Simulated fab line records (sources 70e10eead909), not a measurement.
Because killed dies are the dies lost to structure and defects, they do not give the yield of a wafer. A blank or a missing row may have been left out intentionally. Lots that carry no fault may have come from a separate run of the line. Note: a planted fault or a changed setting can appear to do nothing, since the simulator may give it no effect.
A lot that was struck, set against a sound lot -- flow nand_harc -- 41 steps out of a route of 1159
Sound: these wafers, L246.2, L246.3, L246.5. Struck: wafer L258.3 (left out: L258.1, L258.5 of the same lot, which were not struck); the cause appears at the end.
Order at every step that has rows: each side's tool, ch and its chambers, its first start. Under that, the readings that differ: sound wafers -- struck wafers -- difference of the means -- sigmas: that difference in standard deviations of wafers without a fault.
alike: a reading whose means differ by less than 2 such deviations, as well as words and numbers matching on both sides. not compared: withheld readings; readings where some wafer has no value; bounds like >300 that might hide an equal value; numbers whose values overlap and for which the record gives no deviation.
Wherever a step has rows on one side only, a row that says differs or no value, or a row with sigmas, the two part there. Numbers that have no deviation but don't overlap get no sigmas and don't part them. Lack of a reading on every wafer of one side parts them only where that side has two or more wafers.

first, 4 steps without rows for these wafers: NHARC_THIN_TSV_HARDBAKE_13 (time 80 s); NHARC_THIN_TSV_DESCUM_14 (chemistry O2, time 3 s); NHARC_THIN_TSV_ETCH_44 (etches the open film in CF4/O2, target depth 1594.2 nm, time 797.1 s); NHARC_THIN_TSV_ETCH_15 (target depth 3000 nm, bosch target overetch cycles 2, bosch etch step 2.8 s).
NHARC_THIN_TSV_CD_MEAS_16:
  sound on cd_sem-01, day 19 02:56; struck on cd_sem-02, day 21 13:37
  alike: cd_nm
then, 5 steps without rows for these wafers: NHARC_THIN_TSV_STRIP_45 (strips in O2); NHARC_THIN_TSV_STRIP_46 (strips in post etch residue remover, time 1200 s); NHARC_THIN_TSV_DEP_47 (deposits SiO2, target thk 200 nm); NHARC_THIN_TSV_ETCHBACK_48 (etches the open film in C4F8/Ar, target depth 1028.5 nm, time 405.17 s); NHARC_THIN_TSV_STRIP_62 (strips in N2/H2, time 20 s).
NHARC_THIN_TSV_DEGAS_49: time 120 s.
  sound on pvd_sputter-01, day 19 04:46; struck on pvd_sputter-02, day 21 15:26
reading,sound,struck,difference,sigmas
heater_power_w (W),526 443 458,343,-133,-3
then, 1 step without rows for these wafers: NHARC_THIN_TSV_PRE_CLEAN_50 (time 30 s).
NHARC_THIN_TSV_PVD_19: deposits TaN, target thk 20 nm.
  sound on pvd_sputter-01, day 19 04:55; struck on pvd_sputter-02, day 21 15:35
  alike: throttle_valve_pct
NHARC_THIN_TSV_PVD_51: deposits Cu, target thk 100 nm.
  sound on pvd_sputter-01; struck on pvd_sputter-02
  alike: throttle_valve_pct
then, 4 steps without rows for these wafers: NHARC_THIN_TSV_ECD_20 (material Cu, target thk 2000 nm); NHARC_THIN_TSV_ANNEAL_52 (time 90 s); NHARC_THIN_TSV_CMP_21 (polishes, t overpolish 30 s, target thk 2000 nm); NHARC_THIN_TSV_SRD_23.
NHARC_THIN_TSV_DEGAS_53: time 60 s.
  sound on pvd_sputter-03, day 19 06:47; struck on pvd_sputter-03, day 21 17:35
  alike: heater_power_w
NHARC_THIN_TSV_PRE_CLEAN_54: time 30 s.
  sound on pvd_sputter-03, day 19 06:52; struck on pvd_sputter-03, day 21 17:40
  alike: heater_power_w
then, 10 steps without rows for these wafers: NHARC_THIN_TSV_PVD_55 (deposits TiN, target thk 50 nm); NHARC_THIN_TSV_PVD_24 (deposits Al, target thk 800 nm); NHARC_THIN_TSV_DEHYDRATE_25 (time 120 s); NHARC_THIN_TSV_HMDS_26 (time 30 s); NHARC_THIN_TSV_COAT_27; NHARC_THIN_TSV_SOFTBAKE_28 (time 95 s); NHARC_THIN_TSV_EBR_29; NHARC_THIN_TSV_EXPOSE_30 (exposes mask PAD); NHARC_THIN_TSV_PEB_31 (peb time 85 s); NHARC_THIN_TSV_DEVELOP_32 (time 70 s).
NHARC_THIN_TSV_CD_MEAS_33 targets a cd of 5000 nm.
  sound on cd_sem-01 ch 0, day 19 07:56; struck on cd_sem-03 ch 0, day 21 18:45
  alike: cd_nm
then, 4 steps without rows for these wafers: NHARC_THIN_TSV_HARDBAKE_34 (time 80 s); NHARC_THIN_TSV_DESCUM_35 (chemistry O2, time 3 s); NHARC_THIN_TSV_ETCH_59 (etches the open film in Cl2/BCl3, target depth 880 nm, time 138.1 s); NHARC_THIN_TSV_ETCH_36 (etches the open film in Cl2/BCl3, target depth 65 nm, time 18.571 s).
NHARC_THIN_TSV_STRIP_56: strips in O2.
  sound on plasma_asher-02 ch 1, day 19 08:38; struck on plasma_asher-02 ch 0, day 21 19:28
reading,sound,struck,difference,sigmas
rf_refl_power_W (W),9 9 9,49,+40,+2
  alike: drypump_motor_current_A, heater_power_w
  not compared: rf_hours_counter_h
then, 1 step without rows for these wafers: NHARC_THIN_TSV_STRIP_57 (strips in post etch residue remover, time 1200 s).
NHARC_THIN_TSV_CD_MEAS_37:
  sound on cd_sem-02, day 19 09:23; struck on cd_sem-02, day 21 20:13
  alike: cd_nm
then, 1 step without rows for these wafers: NHARC_THIN_TSV_ANNEAL_58 (time 1800 s).
NHARC_END_WLT_00:
  sound on prober-02, day 19 14:02; struck on prober-01, day 21 23:52
  alike: VT_DECK1_BOTTOM, VT_DECK1_BOTTOM_INNER, VT_DECK1_MEDIAN_NEAR_BOTTOM, VT_DECK1_MEDIAN_NEAR_BOTTOM_INNER, VT_DECK1_MIDDLE, VT_DECK1_MIDDLE_INNER, VT_DECK1_TOP, VT_DECK1_TOP_INNER
NHARC_END_SORT_01:
  sound on prober-02 ch 0, day 19 17:22; struck on prober-01 ch 0, day 22 03:28
reading,sound,struck,difference,sigmas
killed_at_other,0 1 0,34,+34,+31
killed_open,6 4 4,1,-4,-2
sort_bin_2_pct (%),1.6 1.6 1.8,3.8,+2.1,+3
sort_bin_3_pct (%),0.44 0.30 0,1.62,+1.37,+8
sort_rim_yield_pct (%),93.4 98.1 97.2,84.0,-12.2,-4
  alike: defect_limited_yield, killed_at_array, killed_at_periphery, killed_dies, killed_short, sort_bin_4_pct, sort_n_pass, sort_yield_pct

WHERE THEY PART
Earliest at NHARC_THIN_TSV_DEGAS_49; latest, in this record, at NHARC_END_SORT_01.

WHY: what had been put in by the simulator
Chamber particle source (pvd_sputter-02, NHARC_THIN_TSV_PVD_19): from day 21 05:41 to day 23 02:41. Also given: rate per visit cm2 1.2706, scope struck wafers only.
